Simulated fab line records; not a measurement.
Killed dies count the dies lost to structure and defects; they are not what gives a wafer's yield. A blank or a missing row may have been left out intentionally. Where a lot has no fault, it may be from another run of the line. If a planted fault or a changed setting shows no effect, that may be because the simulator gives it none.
Problem report, 8D (eight disciplines) form, completed by code	flow n5Finfet	the parts of the form that need people (team, actions taken, sign-off) are left out

== 1. PROBLEM STATEMENT ==
Mean of rawDefectCount at N5_BEOL_M9_INSPECT_30: 1390 across 4 wafers in 3 lots; on wafers with no fault it is 415 (standard deviation 100). Measured from the usual mean, that is +9.8 standard deviations.
The step: inspects for defects (brightfield).
Seen first at day 14 18:01 on defectInspect-01, wafer L271.2. Wafers with a number at this step in the record: 30, from 10 lots. By rule, "out" or "out of limits" means more than 4 standard deviations away from the usual mean. The rest of the wafers with a number are treated as sound.

== 2. WHAT IT IS AND WHAT IT IS NOT ==
question	is	is not
which readings at this step	rawDefectCount	-
which lots	L270, L271, L273	L262, L268, L275, L276, L277, L281, L283
which wafers of those lots	L270.4, L271.2, L271.4, L273.4	L270.3, L270.5, L271.5, L273.2, L273.3
read on which gauges	defectInspect-01, defectInspect-02	-
when	from day 14 18:01	up to then (7 sound wafers); but 19 sound wafers of L270, L273, L275, L276, L277, L281, L283 came after

== 3. WHAT RULES OUT EACH SUSPECT ==
Counting: if a tool at a process step up to the reading ran every lot that is out, it stays a suspect. Sound lots after the first of them don't rule it out here, since some wafers of a struck lot are sound.
- the gauge at N5_BEOL_M9_INSPECT_30 is ruled out. Those wafers that are out were read across 2 gauges (defectInspect-01, defectInspect-02).
- rieMetal-02 at N5_BEOL_M9_HM_OPEN_17 (chemistry Cl2/BCl3, target TiN, target depth 20 nm, overetch 6 nm): kept. It processed each lot that is out (first: L271, day 14 15:41); up to then, its last sound lot is L262 (day 11 05:59).
- The sound lot-mates ran in chamber 1 of rieMetal-02 at N5_BEOL_M9_HM_OPEN_17, but the wafers that are out ran in chamber 0.
The count leaves rieMetal-02 at N5_BEOL_M9_HM_OPEN_17.

== 4. THE CAUSE (what the simulator had put in) ==
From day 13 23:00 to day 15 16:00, rieMetal-02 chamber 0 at N5_BEOL_M9_HM_OPEN_17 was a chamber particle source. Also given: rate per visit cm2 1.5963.
After counting, this tool was the only one left.

== 5. SEQUENCE OF EFFECTS, ordered by route ==
Each row: a reading where the mean over the struck wafers with a number is more than 3 standard deviations away from the usual. Scope: only readings with a usual standard deviation given in the record; hours: median across lots of the time from each lot's start at the first step in this table that gives one to its start at this step; sigmas: change in usual standard deviations.
hours	step	reading	usual	on struck wafers	change	sigmas
0	N5_BEOL_M9_INSPECT_30	rawDefectCount	415	1390	+976	+9.8
62	N5_PASSIVATION_PROBE_49	defectLimitedYield	91.6 %	80.9	-10.7	-6.7
62	N5_PASSIVATION_PROBE_49	killed_at_M4_up	13	154	+141	+32
62	N5_PASSIVATION_PROBE_49	killedDies	99	226	+127	+7.0
62	N5_PASSIVATION_PROBE_49	sort_bin_5_function	4.9 %	11.3	+6.4	+6.4
62	N5_PASSIVATION_PROBE_49	sortNPass	1081	954	-127	-7.0
62	N5_PASSIVATION_PROBE_49	sortYieldPct	91.6 %	80.9	-10.7	-6.7
Its process steps:
- N5_PASSIVATION_PROBE_49

== 6. HOW IT WOULD HAVE BEEN CAUGHT EARLIER ==
In this record the first reading out of limits at a measuring or inspecting step was taken at day 14 18:01, 19 hours after the fault began at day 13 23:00.
Of the tool readings at N5_BEOL_M9_HM_OPEN_17 for which the record gives a usual standard deviation, none was out on any struck wafer, so an alarm limit of 4 standard deviations on them would not have fired.
Of the lots that are out (3), L273, L270 began N5_BEOL_M9_HM_OPEN_17 on rieMetal-02 after day 14 18:01. A hold on the tool at that time would have spared those 2.
